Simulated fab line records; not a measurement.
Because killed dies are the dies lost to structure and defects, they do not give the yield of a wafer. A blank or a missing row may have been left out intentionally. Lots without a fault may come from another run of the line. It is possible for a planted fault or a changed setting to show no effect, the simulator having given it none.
Chamber matching ; flow n5 finfet ; 4 sister chambers for N5_BEOL_M2_ETCH_70 on rie diel-04
The step etches SOC in N2/H2, target depth 80 nm, overetch 24 nm, time 130 s. 18 wafers are shown with their chamber, then 9 later ones without.

## WAFERS, EACH WITH ITS CHAMBER
wafer;chamber;drypump motor current A (A);showerhead plenum p Torr (Torr);throttle valve pct (%)
L075.1;2;6.1;2.56;17.52
L075.4;0;5.4;2.49;17.65
L075.5;3;6.0;2.40;18.06
L077.1;1;5.0;2.71;17.56
L077.4;0;5.3;2.49;17.67
L077.5;2;6.1;2.56;17.54
L083.1;1;5.1;2.71;17.59
L083.4;2;6.1;2.56;17.57
L083.6;2;6.1;2.56;17.55
L085.3;3;6.0;2.71;17.69
L085.4;1;5.0;2.70;17.59
L085.5;2;6.1;2.55;17.60
L086.1;2;6.1;2.55;17.59
L086.4;1;5.0;2.70;17.61
L086.5;0;5.3;2.48;17.69
L089.3;2;6.1;2.55;17.58
L089.4;1;5.1;2.70;17.61
L089.6;3;6.0;2.71;17.69

SIGNATURES, as means of the wafers listed above
reading;chamber 0;chamber 1;chamber 2;chamber 3;scatter within a chamber
drypump motor current A;5.333;5.040;6.100;6.000;0.0365
showerhead plenum p Torr;2.4867;2.7040;2.5557;2.6067;0.0678
throttle valve pct;17.6700;17.5920;17.5643;17.8133;0.084
Rule: distance of a wafer from a chamber = root of the sum over the readings of ((wafer's reading minus chamber's mean) / reading's scatter) squared. The wafer belongs to the nearest chamber; if the next one is less than 2 further off, it can't be placed. How the scatter is found: for the shown wafers, subtract from each reading the mean of its chamber, square and add these, divide the total by (wafers less chambers), then take the root.

## WAFERS WHOSE CHAMBER IS MISSING
wafer;drypump motor current A (A);showerhead plenum p Torr (Torr);throttle valve pct (%)
L091.2;6.1;2.55;17.57
L091.3;5.0;2.70;17.62
L091.4;5.3;2.48;17.71
L092.2;6.0;2.70;17.71
L092.4;5.0;2.70;17.63
L092.5;6.1;2.70;17.71
L095.1;6.1;2.70;17.74
L095.3;5.3;2.47;17.73
L095.6;5.3;2.47;17.72

## WHICH CHAMBER EACH WENT THROUGH
wafer;from the rows above;in truth
L091.2;2;2
L091.3;1;1
L091.4;0;0
L092.2;3;3
L092.4;1;1
L092.5;can't be placed: 2 or 3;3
L095.1;can't be placed: 2 or 3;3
L095.3;0;0
L095.6;0;0
Placed correctly: 7 of 9. From these rows, 2 cannot be placed; in 2 the true chamber is one of the candidates. Placed wrongly: 0.
